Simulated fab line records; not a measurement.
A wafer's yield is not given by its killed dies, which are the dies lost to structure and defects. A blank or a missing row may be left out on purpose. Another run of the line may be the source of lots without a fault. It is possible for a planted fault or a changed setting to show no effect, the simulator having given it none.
fab line records    flow n5_finfet
[record] lots = 7  wafers = 21
route steps=1938 shown SD_EPI_P@296 HKMG_FIN@390 GATE_CUT@480 MOL_CONTACT_COAG@579
start_h: the number of hours between the record's first day and the start of the first shown wafer of the lot    wait_h: how many hours have passed since the lot's step before this one    " identical to the entry in the row above    L1.1+2: several wafers, shown together as one row    - no value present, or no start provided    * or withheld: withheld    < > ~ a bound
route shown NAME@n: a module of which the file shows steps, and the number in the route of the first    usual: the fault-free wafers' mean and standard deviation    same: alike in all rows    chamber/n: place in a boat    sites: each site's reading    _std_site: standard deviation across them    _edge_site: outer sites' mean less inner sites'    radius_mm: for every site, how far away it sits from the centre of the wafer    mask NAME#n: copy n    behind: the tool/chamber that last shaped the wafer    hold: why the lot went on hold/how many hours it stayed there/how the hold came to an end    device: which transistor (n, p or np) failed to switch    end of line: tests of these same wafers at the route's end    for a step that has no rows: nothing shown but its recipe    killed: at the first sort, the dies lost to defects and structure; wafer yield is something else    map: per-die view of a wafer (x killed, . not killed, _ where there is no die)
set.NAME: setting as actually run; set.NAME@STEP: the setting as run at that earlier step    model.NAME: the simulator's own value behind a step, which no gauge read
lots whose settings were changed on purpose; a table a step, a row a wafer
[[steps]]
[step N5_SD_EPI_P_COAT_35]
[recipe] resist = SiARC  temp_c = 220  time_s = 60  spin_rpm = 1500  resist_thk_nm = 35
lot.wafer   tool            chamber  start_h  wait_h  set.spin_rpm  model.SiARC_of_SD_EPI_P_COAT_35.thk_nm
L076.3+4    litho_track-03  0        -        -       1644          33.6
L076.6      "               0        "        "       1644          33.4
L090.1+3    litho_track-04  0        -        -       1593          34
L090.2      "               0        "        "       1500          35.2
L091.1+6    litho_track-05  0        -        -       1500          35
L091.3      "               0        "        "       1500          34.8
L092.1+5+6  litho_track-04  0        -        -       1500          35
L094.2+3    litho_track-03  0        -        -       1500          35.2
L094.6      "               0        "        "       1604          34
L095.4      litho_track-04  0        -        -       1500          34.8
L095.5      "               0        "        "       1500          35
L095.6      "               0        "        "       1414          35.8
L096.1      litho_track-05  0        -        -       1620          33.4
L096.3      "               0        "        "       1500          34.8
L096.4      "               0        "        "       1620          33.6
[step N5_SD_EPI_P_COAT_03]
[recipe] resist = CAR-ArF-block  spin_rpm = 1500  resist_thk_nm = 150
[step N5_SD_EPI_P_EBR_05]
[recipe] solvent = PGMEA  ebr_width_mm = 1.5
[step N5_SD_EPI_P_DESCUM_14]
[recipe] chemistry = O2  time_s = 7.9  source_power_w = 50  bias_power_w = 20  pressure_mtorr = 20  rf_frequency_hz = 2.712e+07  temp_c = 40  resist = CAR-ArF-block  o2_flow_sccm = 225
[step N5_SD_EPI_P_ETCH_36]
[recipe] chemistry = CF4  target = SiARC  target_depth_a = 455  mask_material = CAR-ArF-block  time_s = 75.8  ion_energy_ev = 80  pressure_mtorr = 40  source_w = 545  bias_w = 36  Ar_flow_sccm = 100  cf4_flow_sccm = 100  ends = cleared
[usual] etch_rf_on_time_s = 75.5/1.7
lot.wafer  tool         chamber  start_h  wait_h  set.spin_rpm@SD_EPI_P_COAT_35  etch_rf_on_time_s  model.etch.depth_nm
L076.3     rie_diel-03  1        67.89    0.0     1644                           71.8               33.51
L076.4     "            2        "        "       1644                           72.8               33.54
L076.6     "            0        "        "       1644                           71.2               33.38
L090.1     rie_diel-03  3        152.27   0.0     1593                           73.4               34
L090.2     "            2        "        "       1500                           76.2               35.1
L090.3     "            0        "        "       1593                           73.2               34.06
L091.1     rie_diel-04  2        159.75   0.0     1500                           73.0               34.97
L091.3     "            3        "        "       1500                           75.0               34.89
L091.6     "            3        "        "       1500                           74.5               34.94
L092.1     rie_diel-04  3        165.09   0.0     1500                           75.2               35.04
L092.5     "            3        "        "       1500                           74.9               35.06
L092.6     "            0        "        "       1500                           74.8               35.05
L094.2     rie_diel-04  1        173.59   0.0     1500                           78.0               35.25
L094.3     "            3        "        "       1500                           76.0               35.14
L094.6     "            0        "        "       1604                           73.7               34.01
L095.4     rie_diel-03  1        180.40   0.0     1500                           75.0               34.84
L095.5     "            0        "        "       1500                           75.0               34.94
L095.6     "            2        "        "       1414                           78.1               35.85
L096.1     rie_diel-05  2        186.13   0.0     1620                           73.2               33.46
L096.3     "            1        "        "       1500                           81.0               34.89
L096.4     "            2        "        "       1620                           73.9               33.62
[step N5_SD_EPI_P_ETCH_37]
[recipe] chemistry = N2/H2  target = SOC  overetch_a = 1080  mask_material = SiARC  temp_c = 40  ion_energy_ev = 100  source_w = 3000  bias_w = 133  pressure_mtorr = 20  time_s = 486  n2_flow_sccm = 200  h2_flow_sccm = 200  ends = end_point
lot.wafer  tool         chamber  start_h  wait_h  set.spin_rpm@SD_EPI_P_COAT_35  model.SiARC_of_SD_EPI_P_COAT_35.thk_nm
L076.3+6   rie_diel-03  1,0      67.95    0.0     1644                           18
L076.4     "            2        "        "       1644                           18.4
L090.1     rie_diel-03  3        152.32   0.0     1593                           18.6
L090.2     "            2        "        "       1500                           19.8
L090.3     "            0        "        "       1593                           18.8
L091.1     rie_diel-04  2        159.80   0.0     1500                           19.4
L091.3+6   "            3        "        "       1500                           19.6
L092.1     rie_diel-04  3        165.15   0.0     1500                           19.8
L092.5     "            3        "        "       1500                           20
L092.6     "            0        "        "       1500                           19.6
L094.2     rie_diel-04  1        173.64   0.0     1500                           20.2
L094.3     "            3        "        "       1500                           19.8
L094.6     "            0        "        "       1604                           18.2
L095.4+5   rie_diel-03  1,0      180.58   0.2     1500                           19.6
L095.6     "            2        "        "       1414                           20.8
L096.1     rie_diel-05  2        186.18   0.0     1620                           18.6
L096.3     "            1        "        "       1500                           20.8
L096.4     "            2        "        "       1620                           18.8
[step N5_SD_EPI_P_STRIP_38]
[recipe] chemistry = N2/H2  temp_c = 40  n2_flow_sccm = 200  h2_flow_sccm = 200  rf_frequency_hz = 6e+07
[step N5_SD_EPI_P_ETCHBACK_46]
[recipe] chemistry = CH3F/O2  mode = anisotropic_etchback  target = SiNx  target_depth_a = 175  stop_on = SiO2  over_etch_frac = 0.3  ion_energy_ev = 120  pressure_mtorr = 30  source_w = 395  bias_w = 73  Ar_flow_sccm = 150  CH3F_flow_sccm = 30  O2_flow_sccm = 20
lot.wafer  tool         chamber  start_h  wait_h  set.spin_rpm@SD_EPI_P_COAT_35  model.SiARC_of_SD_EPI_P_COAT_35.thk_nm
L076.3     rie_diel-03  1        68.27    0.0     1644                           13.4
L076.4     "            2        "        "       1644                           13.8
L076.6     "            0        "        "       1644                           13.6
L090.1     rie_diel-03  3        152.65   0.0     1593                           14.2
L090.2     "            2        "        "       1500                           15.4
L090.3     "            0        "        "       1593                           14.4
L091.1     rie_diel-04  2        160.13   0.0     1500                           14.8
L091.3+6   "            3        "        "       1500                           15
L092.1+5   rie_diel-04  3        165.48   0.0     1500                           15.4
L092.6     "            0        "        "       1500                           15
L094.2     rie_diel-04  1        173.97   0.0     1500                           15.6
L094.3     "            3        "        "       1500                           15.2
L094.6     "            0        "        "       1604                           13.6
L095.4+5   rie_diel-03  1,0      180.80   0.1     1500                           15
L095.6     "            2        "        "       1414                           16.2
L096.1     rie_diel-05  2        186.51   0.0     1620                           14
L096.3     "            1        "        "       1500                           16.4
L096.4     "            2        "        "       1620                           14.4
[step N5_SD_EPI_P_ETCH_47]
[recipe] chemistry = CH3F/O2  target = SiOCN  target_depth_a = 250  mask_material = SOC  ion_energy_ev = 60  bias_w = 29  pressure_mtorr = 30  source_w = 410  Ar_flow_sccm = 150  CH3F_flow_sccm = 30  O2_flow_sccm = 20
[step N5_SD_EPI_P_ETCH_16]
[recipe] chemistry = CHF3/O2  target = SiO2  target_depth_a = 50  mask_material = SOC  pressure_mtorr = 30  source_w = 650  bias_w = 170  Ar_flow_sccm = 200  CHF3_flow_sccm = 50  O2_flow_sccm = 5  ion_energy_ev = 200
lot.wafer  tool         chamber  start_h  wait_h  set.spin_rpm@SD_EPI_P_COAT_35  model.SiARC_of_SD_EPI_P_COAT_35.thk_nm
L076.3     rie_diel-03  1        68.47    0.1     1644                           9.8
L076.4     "            2        "        "       1644                           10.2
L076.6     "            0        "        "       1644                           10
L090.1     rie_diel-03  3        152.85   0.1     1593                           10.6
L090.2     "            2        "        "       1500                           11.8
L090.3     "            0        "        "       1593                           10.8
L091.1     rie_diel-04  2        160.33   0.1     1500                           11.2
L091.3+6   "            3        "        "       1500                           11.6
L092.1+5   rie_diel-04  3        165.68   0.1     1500                           11.8
L092.6     "            0        "        "       1500                           11.4
L094.2     rie_diel-04  1        174.17   0.1     1500                           12.2
L094.3     "            3        "        "       1500                           11.8
L094.6     "            0        "        "       1604                           10
L095.4     rie_diel-03  1        180.97   0.0     1500                           11.4
L095.5     "            0        "        "       1500                           11.6
L095.6     "            2        "        "       1414                           12.6
L096.1     rie_diel-05  2        186.71   0.1     1620                           10.6
L096.3     "            1        "        "       1500                           13.2
L096.4     "            2        "        "       1620                           10.8
[step N5_HKMG_FIN_COAT_41]
[recipe] resist = SOC  temp_c = 250  time_s = 60  spin_rpm = 1500  resist_thk_nm = 300
lot.wafer  tool            chamber  start_h  wait_h  set.spin_rpm  model.SOC_of_HKMG_FIN_COAT_41.thk_nm
L076.3     litho_track-05  0        85.81    -       1363          314
L076.4     "               0        "        "       1500          299.6
L076.6     "               0        "        "       1363          313.4
L090.1+2   litho_track-01  0        169.92   -       1500          300.4
L090.3     "               0        "        "       1551          295.6
L091.1     litho_track-05  0        177.45   -       1344          316.4
L091.3+6   "               0        "        "       1500          298.8
L092.1     litho_track-01  0        182.04   -       1500          300.6
L092.5     "               0        "        "       1500          299
L092.6     "               0        "        "       1500          300.4
L094.2     litho_track-05  0        190.96   -       1500          298
L094.3     "               0        "        "       1419          306.4
L094.6     "               0        "        "       1500          297.6
L095.4+6   litho_track-05  0        198.32   -       1628          288.2
L095.5     "               0        "        "       1500          299.2
L096.1     litho_track-04  0        204.45   -       1500          300.6
L096.3     "               0        "        "       1500          299.6
L096.4     "               0        "        "       1612          290
[step N5_GATE_CUT_COAT_27]
[recipe] resist = underlayer  temp_c = 205  time_s = 60  spin_rpm = 1500  resist_thk_nm = 10
lot.wafer   tool            chamber  start_h  wait_h  set.spin_rpm  model.underlayer_of_GATE_CUT_COAT_27.thk_nm
L076.3+4    litho_track-03  0        -        -       1454          10.2
L076.6      "               0        "        "       1500          10
L090.1+2+3  litho_track-03  0        -        -       1450          10.2
L091.1      litho_track-04  0        -        -       1500          10
L091.3+6    "               0        "        "       1408          10.4
L092.1+5+6  litho_track-02  0        -        -       1500          10
L094.2      litho_track-04  0        -        -       1500          10
L094.3+6    "               0        "        "       1374          10.4
L095.4+5+6  litho_track-02  0        -        -       1500          10
L096.1+3    litho_track-02  0        -        -       1500          10
L096.4      "               0        "        "       1607          9.6
[step N5_GATE_CUT_EXPOSE_10]
[recipe] mask_id = GATE_CUT  na = 0.33  source_shape = annular  sigma_inner = 0.35  sigma_outer = 0.8  polarization = unpolarized  target_cd_nm = 20  dose_mj = 43.25
lot.wafer   tool            chamber  start_h  wait_h  mask        set.dose_mj
L076.3+6    euv_scanner-01  0        98.56    -       GATE_CUT#0  43.25
L076.4      "               0        "        "       GATE_CUT#0  45.46
L090.1      euv_scanner-01  0        181.54   -       GATE_CUT#0  43.25
L090.2+3    "               0        "        "       GATE_CUT#0  42.39
L091.1+3    euv_scanner-02  0        189.31   -       GATE_CUT#0  43.25
L091.6      "               0        "        "       GATE_CUT#0  41.75
L092.1+5+6  euv_scanner-01  0        194.72   -       GATE_CUT#0  43.25
L094.2+3+6  euv_scanner-02  0        202.96   -       GATE_CUT#0  43.25
L095.4+5+6  euv_scanner-01  0        210.55   -       GATE_CUT#0  42.32
L096.1+3+4  euv_scanner-02  0        216.17   -       GATE_CUT#0  43.25
[step N5_GATE_CUT_PEB_11]
[recipe] peb_temp_c = 100  peb_time_s = 60  resist = CAR-EUV
[step N5_GATE_CUT_DEVELOP_12]
[recipe] develop_time_s = 30  developer = TMAH  resist = CAR-EUV  rinse_liquid = surfactant_rinse  dry = air_spin  dev_temp_c = 23
[step N5_GATE_CUT_CD_MEAS_13]
[recipe] target_cd_nm = 20  landing_energy_ev = 500  detector = se_inlens
[usual] cd_nm = 19.92/0.23
lot.wafer  tool       chamber  start_h  wait_h  set.dose_mj@GATE_CUT_EXPOSE_10  cd_nm
L076.3     cd_sem-02  0        98.68    -       43.25                           19.44
L076.4     "          0        "        "       45.46                           21.06
L076.6     "          0        "        "       43.25                           19.75
L090.1     cd_sem-01  0        181.67   -       43.25                           19.83
L090.2     "          0        "        "       42.39                           19.49
L090.3     "          0        "        "       42.39                           19.41
L091.1     cd_sem-02  0        189.44   -       43.25                           19.69
L091.3     "          0        "        "       43.25                           20.36
L091.6     "          0        "        "       41.75                           18.77
L092.1     cd_sem-02  0        194.85   -       43.25                           19.83
L092.5     "          0        "        "       43.25                           19.70
L092.6     "          0        "        "       43.25                           19.92
L094.2     cd_sem-02  0        203.09   -       43.25                           19.70
L094.3     "          0        "        "       43.25                           19.80
L094.6     "          0        "        "       43.25                           19.73
L095.4     cd_sem-03  0        210.66   -       42.32                           19.55
L095.5     "          0        "        "       42.32                           19.48
L095.6     "          0        "        "       42.32                           19.36
L096.1     cd_sem-03  0        216.30   -       43.25                           20.43
L096.3     "          0        "        "       43.25                           20.59
L096.4     "          0        "        "       43.25                           19.89
[step N5_GATE_CUT_DESCUM_18]
[recipe] chemistry = O2  time_s = 7  source_power_w = 50  bias_power_w = 20  pressure_mtorr = 20  rf_frequency_hz = 2.712e+07  temp_c = 40  resist = CAR-EUV  o2_flow_sccm = 225
lot.wafer  tool         chamber  start_h  wait_h  set.dose_mj@GATE_CUT_EXPOSE_10  model.GATE_CUT.cd_nm
L076.3+6   rie_diel-05  0,1      98.81    0.0     43.25                           19.8
L076.4     "            2        "        "       45.46                           21
L090.1     rie_diel-05  2        182.01   0.2     43.25                           19.8
L090.2+3   "            0,1      "        "       42.39                           19.4
L091.1     rie_diel-04  2        189.56   0.0     43.25                           19.6
L091.3     "            3        "        "       43.25                           20
L091.6     "            3        "        "       41.75                           19.2
L092.1     rie_diel-05  2        194.98   0.0     43.25                           19.8
L092.5     "            0        "        "       43.25                           19.6
L092.6     "            1        "        "       43.25                           20
L094.2     rie_diel-03  3        203.21   0.0     43.25                           19.6
L094.3     "            1        "        "       43.25                           20
L094.6     "            2        "        "       43.25                           19.8
L095.4+5   rie_diel-04  3,0      210.78   0.0     42.32                           19.6
L095.6     "            1        "        "       42.32                           19.4
L096.1+3   rie_diel-05  3,2      216.63   0.2     43.25                           20.2
L096.4     "            3        "        "       43.25                           20
[step N5_GATE_CUT_ETCH_28]
[recipe] chemistry = N2/H2  target = underlayer  target_depth_a = 130  mask_material = CAR-EUV  time_s = 10.4  ion_energy_ev = 200  pressure_mtorr = 30  source_w = 840  bias_w = 150  n2_flow_sccm = 200  h2_flow_sccm = 200  ends = cleared
lot.wafer  tool         chamber  start_h  wait_h  set.spin_rpm@GATE_CUT_COAT_27  set.dose_mj@GATE_CUT_EXPOSE_10  model.GATE_CUT.cd_nm  model.etch.depth_nm
L076.3     rie_diel-05  0        98.84    0.0     1454                           43.25                           19.8                  10.13
L076.4     "            2        "        "       1454                           45.46                           21                    10.13
L076.6     "            1        "        "       1500                           43.25                           19.8                  9.98
L090.1     rie_diel-05  2        182.04   0.0     1450                           43.25                           19.8                  10.16
L090.2     "            0        "        "       1450                           42.39                           19.4                  10.17
L090.3     "            1        "        "       1450                           42.39                           19.4                  10.21
L091.1     rie_diel-04  2        189.60   0.0     1500                           43.25                           19.8                  9.996
L091.3     "            3        "        "       1408                           43.25                           20                    10.34
L091.6     "            3        "        "       1408                           41.75                           19.2                  10.35
L092.1     rie_diel-05  2        195.01   0.0     1500                           43.25                           19.8                  10.02
L092.5     "            0        "        "       1500                           43.25                           19.6                  9.999
L092.6     "            1        "        "       1500                           43.25                           20                    10.03
L094.2     rie_diel-03  3        203.25   0.0     1500                           43.25                           19.8                  9.977
L094.3     "            1        "        "       1374                           43.25                           20                    10.44
L094.6     "            2        "        "       1374                           43.25                           20                    10.4
L095.4     rie_diel-04  3        210.82   0.0     1500                           42.32                           19.6                  9.988
L095.5     "            0        "        "       1500                           42.32                           19.6                  10
L095.6     "            1        "        "       1500                           42.32                           19.4                  10.02
L096.1     rie_diel-05  3        216.67   0.0     1500                           43.25                           20.2                  10.03
L096.3     "            2        "        "       1500                           43.25                           20                    10.02
L096.4     "            3        "        "       1607                           43.25                           20                    9.681
[step N5_GATE_CUT_ETCH_36]
[recipe] chemistry = CF4  target = SiARC  target_depth_a = 130  mask_material = CAR-EUV  time_s = 21.7  ion_energy_ev = 80  pressure_mtorr = 40  source_w = 545  bias_w = 36  Ar_flow_sccm = 100  cf4_flow_sccm = 100  ends = cleared
lot.wafer   tool         chamber  start_h  wait_h  set.spin_rpm@GATE_CUT_COAT_27  model.CAR-EUV_of_GATE_CUT_COAT_07.thk_nm
L076.3      rie_diel-05  0        98.86    0.0     1454                           6.8
L076.4      "            2        "        "       1454                           7
L076.6      "            1        "        "       1500                           7
L090.1+2+3  rie_diel-05  2,0,1    182.06   0.0     1450                           6.8
L091.1      rie_diel-04  2        189.62   0.0     1500                           6.8
L091.3+6    "            3        "        "       1408                           6.4
L092.1+5+6  rie_diel-05  2,0,1    195.03   0.0     1500                           7
L094.2      rie_diel-03  3        203.27   0.0     1500                           6.8
L094.3      "            1        "        "       1374                           6.2
L094.6      "            2        "        "       1374                           6.4
L095.4+6    rie_diel-04  3,1      210.84   0.0     1500                           6.8
L095.5      "            0        "        "       1500                           7
L096.1      rie_diel-05  3        216.69   0.0     1500                           6.8
L096.3      "            2        "        "       1500                           7
L096.4      "            3        "        "       1607                           7.2
[step N5_GATE_CUT_ETCH_37]
[recipe] chemistry = N2/H2  target = SOC  target_depth_a = 600  overetch_a = 120  mask_material = SiARC  temp_c = 40  time_s = 90  ion_energy_ev = 200  pressure_mtorr = 30  source_w = 840  bias_w = 150  n2_flow_sccm = 200  h2_flow_sccm = 200
[step N5_GATE_CUT_STRIP_38]
[recipe] chemistry = N2/H2  temp_c = 40  n2_flow_sccm = 200  h2_flow_sccm = 200  rf_frequency_hz = 6e+07
[step N5_GATE_CUT_STRIP_39]
[recipe] chemistry = N2/H2  temp_c = 40  n2_flow_sccm = 200  h2_flow_sccm = 200  rf_frequency_hz = 6e+07
[step N5_GATE_CUT_HM_OPEN_40]
[recipe] chemistry = C4F6/O2  target = SiO2  mask_material = SiARC  target_depth_a = 1390  time_s = 85.1  ion_energy_ev = 250  pressure_mtorr = 30  source_w = 345  bias_w = 185  Ar_flow_sccm = 300  C4F6_flow_sccm = 10  O2_flow_sccm = 10  ends = cleared
lot.wafer  tool         chamber  start_h  wait_h  set.dose_mj@GATE_CUT_EXPOSE_10  model.GATE_CUT.cd_nm
L076.3+6   rie_diel-05  0,1      98.97    0.0     43.25                           19.8
L076.4     "            2        "        "       45.46                           21.2
L090.1     rie_diel-05  2        182.17   0.0     43.25                           20
L090.2     "            0        "        "       42.39                           19.8
L090.3     "            1        "        "       42.39                           19.4
L091.1     rie_diel-04  2        189.73   0.0     43.25                           20
L091.3     "            3        "        "       43.25                           20.2
L091.6     "            3        "        "       41.75                           19.4
L092.1     rie_diel-05  2        195.14   0.0     43.25                           20
L092.5+6   "            0,1      "        "       43.25                           19.8
L094.2     rie_diel-03  3        203.38   0.0     43.25                           19.6
L094.3     "            1        "        "       43.25                           20
L094.6     "            2        "        "       43.25                           20.2
L095.4+5   rie_diel-04  3,0      210.95   0.0     42.32                           19.8
L095.6     "            1        "        "       42.32                           19.2
L096.1     rie_diel-05  3        216.80   0.0     43.25                           20.4
L096.3+4   "            2,3      "        "       43.25                           20.2
[step N5_MOL_CONTACT_COAG_ALD_131]
[recipe] material = SiO2  target_thk_a = 50  temp_c = 100  ald_precursor_family = BDEAS  ald_co_reactant = O2-plasma  pulse_time_s = 1  co_reactant_pulse_time_s = 1  purge_time_s = 2  co_reactant_purge_time_s = 2  ald_cycles = 35  pressure_torr = 2
lot.wafer   tool        chamber  start_h  wait_h  set.ald_cycles  model.SiO2_of_MOL_CONTACT_COAG_ALD_131.thk_nm
L076.3+6    ald_sin-03  0,1      116.21   0.3     35              5
L076.4      "           2        "        "       40              5.6
L090.1+2    ald_sin-02  3,1      196.51   0.4     35              5
L090.3      "           0        "        "       33              4.8
L091.1+6    ald_sin-01  1        203.64   0.1     40              5.8
L091.3      "           3        "        "       35              5
L092.1+5+6  ald_sin-03  3,0,3    208.97   0.1     35              5
L094.2+3+6  ald_sin-03  0,3,2    217.64   0.1     38              5.4
L095.4+6    ald_sin-03  2,1      223.99   0.6     35              5
L095.5      "           2        "        "       39              5.6
L096.1      ald_sin-02  1        231.01   0.1     31              4.4
L096.3+4    "           3,0      "        "       35              5
[step N5_MOL_CONTACT_COAG_ETCH_91]
[recipe] chemistry = N2/H2  target = SOC  target_depth_a = 600  overetch_a = 210  mask_material = SiARC  temp_c = 40  time_s = 101.2  ion_energy_ev = 200  pressure_mtorr = 30  source_w = 840  bias_w = 150  n2_flow_sccm = 200  h2_flow_sccm = 200
[usual] rf_vpp_V = 524.5/2.7
lot.wafer  tool         chamber  start_h  wait_h  set.source_w  rf_vpp_V
L076.3     rie_diel-02  0        116.42   0.0     773.6         539.8
L076.4     "            1        "        "       773.6         539.7
L076.6     "            2        "        "       840           528.2
L090.1     rie_diel-06  1        196.72   0.0     840           520.6
L090.2     "            2        "        "       840           528.2
L090.3     "            3        "        "       722           554.7
L091.1     rie_diel-06  3        203.87   0.0     754.6         547.3
L091.3     "            0        "        "       840           527.6
L091.6     "            1        "        "       840           521.4
L092.1     rie_diel-02  2        209.18   0.0     840           528.5
L092.5     "            2        "        "       840           528.0
L092.6     "            3        "        "       840           522.5
L094.2     rie_diel-02  0        217.85   0.0     840           525.0
L094.3     "            2        "        "       840           526.3
L094.6     "            3        "        "       934.9         503.9
L095.4     rie_diel-01  3        224.21   0.0     971.8         496.9
L095.5     "            1        "        "       840           523.3
L095.6     "            0        "        "       840           519.7
L096.1     rie_diel-02  1        231.22   0.0     840           524.7
L096.3     "            2        "        "       884.5         518.0
L096.4     "            0        "        "       884.5         517.5
[[key]]
[split] step = N5_SD_EPI_P_COAT_35  setting = spin_rpm  stated = 1500  by = wafer
[response] step = N5_SD_EPI_P_COAT_35  reading = model.SiARC_of_SD_EPI_P_COAT_35.thk_nm  change = -0.171  per = 1%  r = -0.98
[response] step = N5_SD_EPI_P_ETCH_36  reading = etch_rf_on_time_s  change = *  per = 1%  r = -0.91
[response] step = N5_SD_EPI_P_ETCH_36  reading = model.etch.depth_nm  change = -0.17  per = 1%  r = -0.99
[response] step = N5_SD_EPI_P_ETCH_37  reading = model.SiARC_of_SD_EPI_P_COAT_35.thk_nm  change = -0.234  per = 1%  r = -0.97
[response] step = N5_SD_EPI_P_ETCHBACK_46  reading = model.SiARC_of_SD_EPI_P_COAT_35.thk_nm  change = -0.239  per = 1%  r = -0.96
[response] step = N5_SD_EPI_P_ETCH_16  reading = model.SiARC_of_SD_EPI_P_COAT_35.thk_nm  change = -0.256  per = 1%  r = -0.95
[split] step = N5_HKMG_FIN_COAT_41  setting = spin_rpm  stated = 1500  by = wafer
[response] step = N5_HKMG_FIN_COAT_41  reading = model.SOC_of_HKMG_FIN_COAT_41.thk_nm  change = -1.51  per = 1%  r = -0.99
[split] step = N5_GATE_CUT_COAT_27  setting = spin_rpm  stated = 1500  by = wafer
[response] step = N5_GATE_CUT_COAT_27  reading = model.underlayer_of_GATE_CUT_COAT_27.thk_nm  change = -0.0551  per = 1%  r = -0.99
[response] step = N5_GATE_CUT_ETCH_28  reading = model.etch.depth_nm  change = -0.0519  per = 1%  r = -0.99
[response] step = N5_GATE_CUT_ETCH_36  reading = model.CAR-EUV_of_GATE_CUT_COAT_07.thk_nm  change = +0.054  per = 1%  r = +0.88
[split] step = N5_GATE_CUT_EXPOSE_10  setting = dose_mj  stated = 43.25  by = wafer
[response] step = N5_GATE_CUT_CD_MEAS_13  reading = cd_nm  change = +0.299  per = 1%  r = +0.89
[response] step = N5_GATE_CUT_DESCUM_18  reading = model.GATE_CUT.cd_nm  change = +0.214  per = 1%  r = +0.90
[response] step = N5_GATE_CUT_ETCH_28  reading = model.GATE_CUT.cd_nm  change = +0.222  per = 1%  r = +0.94
[response] step = N5_GATE_CUT_HM_OPEN_40  reading = model.GATE_CUT.cd_nm  change = +0.247  per = 1%  r = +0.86
[split] step = N5_MOL_CONTACT_COAG_ALD_131  setting = ald_cycles  stated = 35  by = wafer
[response] step = N5_MOL_CONTACT_COAG_ALD_131  reading = model.SiO2_of_MOL_CONTACT_COAG_ALD_131.thk_nm  change = +0.0497  per = 1%  r = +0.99
[split] step = N5_MOL_CONTACT_COAG_ETCH_91  setting = source_w  stated = 840  by = wafer
[response] step = N5_MOL_CONTACT_COAG_ETCH_91  reading = rf_vpp_V  change = -1.85  per = 1%  r = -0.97
